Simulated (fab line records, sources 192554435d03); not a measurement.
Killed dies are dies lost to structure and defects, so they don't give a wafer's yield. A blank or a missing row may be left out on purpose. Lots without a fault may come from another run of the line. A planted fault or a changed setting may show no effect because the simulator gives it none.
fab line records | flow n5_finfet
record lots=8 wafers=24 last_day=16
route steps=1938 shown DUMMY_GATE@245 SPACER0@259 SD_EPI_N@267 BEOL_M4@1111 PASSIVATION@1936
lots that met no fault: from a run of the same line without faults
start_h: hours from the record's first day to the start of the lot's first wafer shown | wait_h: hours since the lot's step before | " the same as in the row above | L1.1+2: a row that stands for several wafers | - no value, or no start given | * or withheld: withheld | < > ~ a bound
route shown NAME@n: a module of which the file shows steps, and the number in the route of the first | usual: mean/standard deviation of fault-free wafers | same: alike in all rows | chamber/n: place in a boat | sites: the reading at each site | _std_site: their standard deviation | _edge_site: outer sites' mean less inner sites' | radius_mm: how far each site lies from the wafer's centre | mask NAME#n: copy n | behind: the tool/chamber that last shaped the wafer | hold: why the lot was held/for how many hours/how that ended | device: the transistor (n, p or np) that didn't switch | end of line: the same wafers' tests at the end of the route | a step without rows: its recipe alone | killed: dies lost to structure and defects at the first sort, not the wafer's yield | map: a wafer's dies, x killed, . not, _ none there
set.NAME: the setting as run; set.NAME@STEP: as run at that earlier step | model.NAME: the simulator's own value behind a step, which no gauge read
steps of the route over a sample of lots; a table a step, a row a wafer
services: from which hour (start_h, from the record's first day; less than 0 if before it) a tool's chamber was out of use, for how many hours, and why
## steps
# step N5_DUMMY_GATE_HM_OPEN_21
# recipe chemistry=CH3F/O2 target=SiNx target_depth_a=1200 Ar_flow_sccm=150 CH3F_flow_sccm=30 O2_flow_sccm=23 time_s=171.4 pressure_mtorr=30 source_w=395 bias_w=73 ion_energy_ev=120.7
# usual O2_flow_sccm=23.00/0.063 drypump_motor_current_A=5.8/0.39 mfc_ar_sccm=150.0/0.45 oes_product_au=0.80/0.096 rf_vpp_V=300/3.7 showerhead_plenum_p_Torr=2.05/0.077 throttle_valve_pct=16.43/0.27
# same time_s=171.4
# columns lot.wafer tool chamber start_h wait_h O2_flow_sccm drypump_motor_current_A mfc_ar_sccm oes_product_au rf_hours_counter_h rf_vpp_V showerhead_plenum_p_Torr throttle_valve_pct
L628.2 rie_diel-02 3 55.73 0.0 23.05 5.6 149.7 0.69 232 297 1.92 16.70
L628.3 " 0 " " 22.93 6.0 150.1 0.88 33 304 2.15 16.08
L628.5 " 0 " " 22.97 6.0 149.6 0.89 - 302 2.15 16.07
L633.1 rie_diel-06 0 84.30 0.0 23.07 6.0 150.5 0.69 210 295 2.00 16.62
L633.2 " 1 " " 23.06 6.1 149.2 0.67 249 295 2.08 16.55
L633.5 " 1 " " 23.08 6.1 149.7 0.67 - 297 2.08 16.55
L634.2 rie_diel-06 2 91.89 0.0 22.88 5.2 150.3 0.94 9 306 2.07 16.31
L634.3 " 3 " " 23.00 5.9 150.2 0.87 - 297 2.14 16.11
L634.4 " 2 " " 22.97 5.2 150.3 0.94 - 304 2.07 16.32
L636.2 rie_diel-06 2 102.12 0.0 23.08 5.2 150.8 0.94 16 305 2.07 16.33
L636.3 " 0 " " 22.85 6.0 149.9 0.69 217 295 2.00 16.63
L636.6 " 2 " " 22.92 5.2 151.0 0.93 - 306 2.07 16.34
L638.1 rie_diel-03 1 114.51 0.0 22.98 5.9 150.3 0.76 141 302 2.11 16.65
L638.4 " 1 " " 23.04 5.9 150.0 0.76 - 298 2.11 16.64
L638.5 " 2 " " 22.93 5.3 149.7 0.77 - 298 1.95 16.49
L641.1 rie_diel-06 3 133.75 0.0 22.92 5.9 150.1 0.85 71 295 2.13 16.15
L641.4 " 2 " " 23.08 5.2 149.3 0.89 28 305 2.07 16.35
L641.6 " 3 " " 22.98 5.9 150.6 0.84 - 295 2.13 16.14
L643.2 rie_diel-06 3 145.04 0.0 23.02 5.8 149.4 0.84 76 294 2.13 16.13
L643.3 " 0 " " 22.86 6.0 150.2 0.68 230 294 2.00 16.64
L643.5 " 3 " " 23.07 5.9 149.5 0.84 - 295 2.13 16.17
L648.2 rie_diel-02 0 173.47 0.0 23.08 6.0 149.7 0.84 70 301 2.13 16.15
L648.4 " 1 " " 22.97 6.2 150.6 0.75 147 305 2.10 16.18
L648.6 " 2 " " 23.03 6.2 150.6 0.74 - 298 1.93 16.82
# step N5_SPACER0_ALD_00
# recipe material=SiOCN target_thk_a=35 temp_c=400 ald_precursor_family=alkyl-aminosilane ald_co_reactant=O2/N2-plasma pulse_time_s=3 purge_time_s=2 co_reactant_purge_time_s=2 ald_cycles=58 pressure_torr=2
# usual heater_power_w=844/66 precursor_pulse_height_rel=1.001/0.019
# same co_reactant_purge_time_s=2
# columns lot.wafer tool chamber start_h wait_h heater_power_w precursor_pulse_height_rel
L628.2 ald_sin-03 1 58.15 0.1 863 0.985
L628.3 " 3 " " 984 0.977
L628.5 " 3 " " 997 1.040
L633.1 ald_sin-04 2 85.18 0.1 812 1.032
L633.2 " 0 " " 771 0.996
L633.5 " 3 " " 900 0.975
L634.2 ald_sin-03 1 95.23 0.1 855 0.976
L634.3 " 3 " " 997 0.998
L634.4 " 0 " " 771 0.994
L636.2 ald_sin-04 2 102.96 0.1 729 0.981
L636.3 " 3 " " 857 1.017
L636.6 " 2 " " 748 0.990
L638.1 ald_sin-04 0 115.36 0.1 800 0.992
L638.4 " 2 " " 758 1.002
L638.5 " 2 " " 752 1.008
L641.1 ald_sin-03 0 135.14 0.1 755 0.972
L641.4 " 3 " " 985 1.011
L641.6 " 3 " " 1003 0.972
L643.2 ald_sin-02 3 146.00 0.1 798 0.993
L643.3 " 0 " " 866 1.003
L643.5 " 1 " " 840 1.011
L648.2 ald_sin-03 3 174.31 0.1 990 1.024
L648.4 " 2 " " 860 0.991
L648.6 " 3 " " 986 0.982
# step N5_SD_EPI_N_EXPOSE_06
# recipe mask_id=SD_N_BLK na=1.35 source_shape=conventional sigma_outer=0.8 polarization=unpolarized target_cd_nm=120 dose_mj=39.75
# usual exposure_dose_mJ_cm2=39.73/0.043
# columns lot.wafer tool chamber start_h wait_h mask exposure_dose_mJ_cm2
L628.2 arfi_scanner-02 0 58.84 - SD_N_BLK#0 39.66
L628.3 " 0 " " SD_N_BLK#0 39.73
L628.5 " 0 " " SD_N_BLK#0 39.71
L633.1 arfi_scanner-03 0 85.87 - SD_N_BLK#0 39.73
L633.2 " 0 " " SD_N_BLK#0 39.75
L633.5 " 0 " " SD_N_BLK#0 39.73
L634.2 arfi_scanner-02 0 95.92 - SD_N_BLK#0 39.70
L634.3 " 0 " " SD_N_BLK#0 39.74
L634.4 " 0 " " SD_N_BLK#0 39.70
L636.2 arfi_scanner-02 0 103.65 - SD_N_BLK#0 39.75
L636.3 " 0 " " SD_N_BLK#0 39.74
L636.6 " 0 " " SD_N_BLK#0 39.80
L638.1 arfi_scanner-02 0 115.93 - SD_N_BLK#0 36.04
L638.4 " 0 " " SD_N_BLK#0 36.06
L638.5 " 0 " " SD_N_BLK#0 36.04
L641.1 arfi_scanner-02 0 135.83 - SD_N_BLK#0 36.86
L641.4 " 0 " " SD_N_BLK#0 36.86
L641.6 " 0 " " SD_N_BLK#0 36.83
L643.2 arfi_scanner-03 0 146.69 - SD_N_BLK#0 39.77
L643.3 " 0 " " SD_N_BLK#0 39.71
L643.5 " 0 " " SD_N_BLK#0 39.64
L648.2 arfi_scanner-01 0 174.88 - SD_N_BLK#0 39.78
L648.4 " 0 " " SD_N_BLK#0 39.78
L648.6 " 0 " " SD_N_BLK#0 39.77
# step N5_SD_EPI_N_CD_MEAS_09
# recipe target_cd_nm=120 landing_energy_ev=500 detector=se_inlens
# usual cd_nm=119.9/0.56
# columns lot.wafer tool chamber start_h wait_h cd_nm
L628.2 cd_sem-03 0 58.96 - 120.0
L628.3 " 0 " " 121.1
L628.5 " 0 " " 119.9
L633.1 cd_sem-03 0 85.99 - 119.9
L633.2 " 0 " " 120.4
L633.5 " 0 " " 120.1
L634.2 cd_sem-02 0 96.04 - 119.8
L634.3 " 0 " " 119.7
L634.4 " 0 " " 119.1
L636.2 cd_sem-03 0 103.77 - 120.2
L636.3 " 0 " " 120.2
L636.6 " 0 " " 120.6
L638.1 cd_sem-01 0 116.05 - 112.4
L638.4 " 0 " " 112.1
L638.5 " 0 " " 111.9
L641.1 cd_sem-01 0 135.95 - 115.2
L641.4 " 0 " " 114.5
L641.6 " 0 " " 115.7
L643.2 cd_sem-03 0 146.81 - 120.5
L643.3 " 0 " " 120.0
L643.5 " 0 " " 120.2
L648.2 cd_sem-02 0 175.00 - 120.1
L648.4 " 0 " " 119.6
L648.6 " 0 " " 120.2
# step N5_SD_EPI_N_DESCUM_14
# recipe chemistry=O2 time_s=7.9 source_power_w=50 bias_power_w=20 pressure_mtorr=20 rf_frequency_hz=2.712e+07 temp_c=40 resist=CAR-ArF-block o2_flow_sccm=225
# usual drypump_motor_current_A=6.0/0.49 oes_product_au=0.78/0.067 rf_vpp_V=243.4/1.4 showerhead_plenum_p_Torr=2.11/0.072 throttle_valve_pct=20.38/0.19
# same time_s=7.9
# columns lot.wafer tool chamber start_h wait_h drypump_motor_current_A oes_product_au rf_hours_counter_h rf_vpp_V showerhead_plenum_p_Torr throttle_valve_pct
L628.2 rie_diel-01 0 59.05 0.0 5.5 0.94 23 244.6 2.13 20.64
L628.3 " 2 " " 6.6 0.73 172 241.9 2.09 20.44
L628.5 " 2 " " 6.6 0.73 - 244.2 2.09 20.42
L633.1 rie_diel-05 3 86.65 0.6 5.6 0.83 87 245.0 2.21 20.52
L633.2 " 1 " " 6.2 0.71 215 246.0 2.16 20.47
L633.5 " 2 " " 6.6 0.81 - 243.3 2.11 20.33
L634.2 rie_diel-05 3 96.30 0.2 5.6 0.82 93 243.5 2.21 20.52
L634.3 " 2 " " 6.6 0.80 112 245.4 2.11 20.33
L634.4 " 1 " " 6.2 0.71 220 242.6 2.16 20.48
L636.2 rie_diel-04 2 104.02 0.2 5.7 0.70 220 243.9 2.16 20.16
L636.3 " 0 " " 6.6 0.72 196 242.0 1.99 20.22
L636.6 " 0 " " 6.6 0.73 - 242.3 1.99 20.22
L638.1 rie_diel-04 2 117.48 1.4 5.8 0.69 225 246.4 2.15 20.15
L638.4 " 0 " " 6.6 0.72 204 240.4 1.99 20.24
L638.5 " 2 " " 5.7 0.70 - 243.3 2.15 20.16
L641.1 rie_diel-05 1 136.04 0.0 6.3 0.70 237 242.4 2.16 20.49
L641.4 " 0 " " 5.6 0.85 70 242.6 2.03 20.19
L641.6 " 2 " " 6.6 0.79 - 244.4 2.10 20.37
L643.2 rie_diel-05 1 146.90 0.0 6.3 0.68 242 244.4 2.15 20.51
L643.3 " 2 " " 6.6 0.78 133 242.6 2.10 20.38
L643.5 " 0 " " 5.6 0.84 - 242.2 2.03 20.21
L648.2 rie_diel-04 3 175.75 0.7 5.7 0.72 189 244.6 2.17 20.17
L648.4 " 3 " " 5.7 0.73 - 245.1 2.17 20.15
L648.6 " 1 " " 5.7 0.78 - 242.1 2.09 20.63
# step N5_BEOL_M4_RC_MEAS_101
# usual DIBL_N=36.3/1.2 DIBL_P=36.1/1.6 IOFF_N=0.161/0.023 IOFF_P=0.209/0.027 ION_N=676/8.9 ION_P=462/5.3 SS_N=71.5/0.51 SS_P=73.2/0.5 VT_N=249.1/2.5 VT_P=-249.9/2.8
# columns lot.wafer tool chamber start_h wait_h DIBL_N[mV/V] DIBL_P[mV/V] IOFF_N[nA/um] IOFF_P[nA/um] ION_N[uA/um] ION_P[uA/um] SS_N[mV/dec] SS_P[mV/dec] VT_N[mV] VT_P[mV]
L628.2 prober-01 0 176.29 0.2 36.1 35.6 0.155 0.203 683 462 71.5 72.9 248.2 -249.9
L628.3 " 0 " " 35.8 36.2 0.145 0.211 671 461 70.9 72.7 248.5 -250.4
L628.5 " 0 " " 37.7 38.1 0.185 0.249 689 471 71.6 73.9 246.0 -247.5
L633.1 prober-02 0 204.65 0.0 36.5 35.8 0.158 0.203 669 459 71.6 73.5 249.0 -249.5
L633.2 " 0 " " 37.4 37.8 0.188 0.239 675 459 71.5 73.4 248.5 -247.8
L633.5 " 0 " " 37.1 37.4 0.198 0.240 683 466 71.6 74.4 248.4 -247.9
L634.2 prober-01 0 211.89 0.2 34.3 34.7 0.129 0.158 664 450 71.2 73.6 252.9 -256.2
L634.3 " 0 " " 35.1 35.5 0.140 0.175 679 461 71.3 73.3 248.6 -252.5
L634.4 " 0 " " 35.0 35.4 0.140 0.171 663 454 71.4 73.3 249.8 -253.8
L636.2 prober-01 0 212.82 0.3 33.8 34.7 0.146 0.179 678 463 72.2 72.4 247.6 -253.7
L636.3 " 0 " " 35.2 36.6 0.172 0.209 687 463 71.7 73.4 244.4 -249.4
L636.6 " 0 " " 34.6 35.9 0.155 0.190 675 458 71.3 72.8 248.9 -251.1
L638.1 prober-02 0 228.15 0.0 36.7 38.7 0.170 0.229 685 459 72.1 74.3 249.1 -248.1
L638.4 " 0 " " 36.9 38.6 0.179 0.226 669 464 71.8 73.7 248.4 -250.7
L638.5 " 0 " " 37.4 39.4 0.188 0.234 687 466 71.5 73.6 246.8 -248.6
L641.1 prober-02 0 255.24 0.0 36.4 35.7 0.165 0.181 666 457 72.0 73.6 247.4 -253.8
L641.4 " 0 " " 37.0 36.8 0.178 0.193 674 456 71.8 74.2 249.3 -253.1
L641.6 " 0 " " 35.9 36.1 0.161 0.187 671 455 70.9 73.5 249.5 -253.2
L643.2 prober-01 0 256.72 0.2 36.9 35.3 0.150 0.187 673 460 70.5 72.4 250.0 -250.0
L643.3 " 0 " " 38.1 37.1 0.188 0.223 676 454 71.6 73.1 248.3 -248.1
L643.5 " 0 " " 38.1 36.7 0.179 0.210 674 464 71.6 73.3 246.3 -252.6
L648.2 prober-02 0 284.75 0.2 34.3 35.7 0.117 0.192 663 461 71.9 72.9 254.1 -252.3
L648.4 " 0 " " 35.8 36.9 0.135 0.214 666 463 71.0 73.7 254.6 -249.9
L648.6 " 0 " " 36.0 37.6 0.138 0.222 673 467 71.6 73.1 254.9 -250.0
# step N5_PASSIVATION_PROBE_49
# usual defect_limited_yield=91.3/1.5 killed_at_M0_to_M3=35/10 killed_at_M4_up=13/5.3 killed_at_contacts=12/5.7 killed_at_front_end=39/11 killed_at_other=3.3/2.7 killed_dies=102/18 killed_open=67/13 killed_short=34/7.8 sort_bin_5_function=5.1/1 sort_bin_6_memory=3.3/0.68 sort_n_pass=1078/18 sort_yield_pct=91.3/1.5
# same gross_dies=1180 killed_at_back_side=0 sort_bin_4_leakage[%]=0 sort_bin_8_speed[%]=0
# columns lot.wafer tool chamber start_h wait_h defect_limited_yield[%] killed_at_M0_to_M3 killed_at_M4_up killed_at_contacts killed_at_front_end killed_at_other killed_dies killed_open killed_short sort_bin_5_function[%] sort_bin_6_memory[%] sort_n_pass sort_yield_pct[%]
L638.5 prober-02 - 328.28 0.2 92.2 32 10 6 43 1 92 53 38 4.9 2.8 1088 92.2
# killed by level:class
L638.5 BEOL_M0_SAQP:geometric_particle:short=14 STI_FIN_REVEAL:geometric_particle:open=9 FIN_SAQP:geometric_particle:short=8 FIN_SAQP:geometric_particle:open=5 STARTING-WAFER:geometric_particle:open=5 BEOL_M1:geometric_particle:open=5 BEOL_M3:geometric_particle:open=5 MOL_CONTACT_COAG:geometric_particle:open=4
## services
# columns tool chamber start_h hours kind
ald_sin-03 0 33.74 7.6 repair
rie_diel-04 0 40.18 2.6 repair
arfi_scanner-03 - 48.52 0.3 repair
arfi_scanner-02 - 54.01 0.4 repair
arfi_scanner-03 - 58.94 0.8 pm
arfi_scanner-02 - 62.89 1.3 pm
arfi_scanner-03 - 70.41 3.9 pm
ald_sin-04 - 79.87 0.6 repair
ald_sin-04 - 85.56 14.0 pm
rie_diel-06 0 88.86 4.1 repair
arfi_scanner-03 - 89.32 0.4 repair
arfi_scanner-03 - 99.10 1.5 pm
rie_diel-04 - 101.30 0.5 repair
ald_sin-03 - 112.71 2.8 pm
rie_diel-02 1 113.73 15.6 repair
rie_diel-06 2 117.42 1.2 repair
rie_diel-05 2 119.71 1.5 repair
arfi_scanner-03 - 123.35 1.3 pm
arfi_scanner-02 - 125.63 1.0 pm
arfi_scanner-02 - 136.83 0.8 pm
rie_diel-02 3 153.75 1.5 repair
rie_diel-04 1 160.26 9.4 repair
ald_sin-04 1 169.02 2.7 repair
arfi_scanner-03 - 171.97 1.0 pm
## key
first_sign step=N5_SD_EPI_N_EXPOSE_06 reading=exposure_dose_mJ_cm2 direction=down sigmas=76 usual=39.73 struck=36.45
effect step=N5_SD_EPI_N_CD_MEAS_09 reading=cd_nm direction=down sigmas=11 usual=119.9 struck=113.6 through=control_loop
met_at N5_SD_EPI_N_EXPOSE_06
struck_lots L638,L641
loop_trim step=N5_SD_EPI_N_EXPOSE_06 setting=dose lots=L641
not_acting_at N5_DUMMY_GATE_HM_OPEN_21,N5_SPACER0_ALD_00,N5_SD_EPI_N_DESCUM_14
onset_between 103.65 115.93
fault kind=process_parameter_drift tool=arfi_scanner-02 chamber=- onset_h=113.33 steps=N5_SD_EPI_N_EXPOSE_06 channel=dose_mj offset=-3.6392 shape=step acts_in=these_recipes_only stated=39.75
# loop_trim: a control loop set the setting to another value than it would have without faults
